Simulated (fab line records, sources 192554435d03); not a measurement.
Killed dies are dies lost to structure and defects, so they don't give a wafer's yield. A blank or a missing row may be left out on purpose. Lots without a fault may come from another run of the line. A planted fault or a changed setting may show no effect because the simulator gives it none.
Chamber matching | flow n5_finfet | N5_BEOL_M4_ILD_DEP_00 on pecvd-03: 3 sister chambers
The step deposits SiOC from DEMS/O2, target thk 79 nm, time 15.3 s. 6 wafers are shown with their chamber, then 11 later ones without.

WAFERS WITH THEIR CHAMBER
wafer  | chamber | showerhead_plenum_p_Torr (Torr) | throttle_valve_pct (%)
L083.3 | 1       | 5.686                           | 12.2
L086.2 | 1       | 5.694                           | 12.2
L087.3 | 0       | 5.636                           | 11.6
L087.5 | 0       | 5.648                           | 11.6
L087.6 | 2       | 5.715                           | 10.5
L092.1 | 2       | 5.717                           | 11.1

WAFERS WITHOUT THEIR CHAMBER
wafer  | showerhead_plenum_p_Torr (Torr) | throttle_valve_pct (%)
L092.2 | 5.647                           | 11.9
L092.6 | 5.709                           | 10.9
L095.1 | 5.652                           | 11.6
L095.2 | 5.724                           | 10.5
L095.5 | 5.655                           | 11.8
L096.1 | 5.655                           | 11.8
L096.5 | 5.718                           | 10.6
L096.6 | 5.716                           | 12.7
L097.2 | 5.714                           | 12.4
L097.5 | 5.697                           | 12.1
L097.6 | 5.705                           | 10.8

WHICH CHAMBER EACH WENT THROUGH
wafer  | from the rows above | in truth
L092.2 | 0                   | 0
L092.6 | 2                   | 2
L095.1 | 0                   | 0
L095.2 | 2                   | 2
L095.5 | 0                   | 0
L096.1 | 0                   | 0
L096.5 | 2                   | 2
L096.6 | 1                   | 1
L097.2 | 1                   | 1
L097.5 | 1                   | 1
L097.6 | 2                   | 2
Placed correctly: 11 of 11. Can't be placed from these rows: 0. Placed wrongly: 0.
How it was worked out, from the rows above alone: a wafer's distance from a chamber is the root of the sum, over the readings, of the square of ((its reading less the chamber's mean) divided by the reading's scatter). The wafer belongs to the nearest chamber; if the next one is less than 2 further off, it can't be placed. A chamber's mean is the mean of its shown wafers. The scatter: the root of (the sum of the squares of (reading less its chamber's mean) over the shown wafers, divided by (wafers less chambers)).
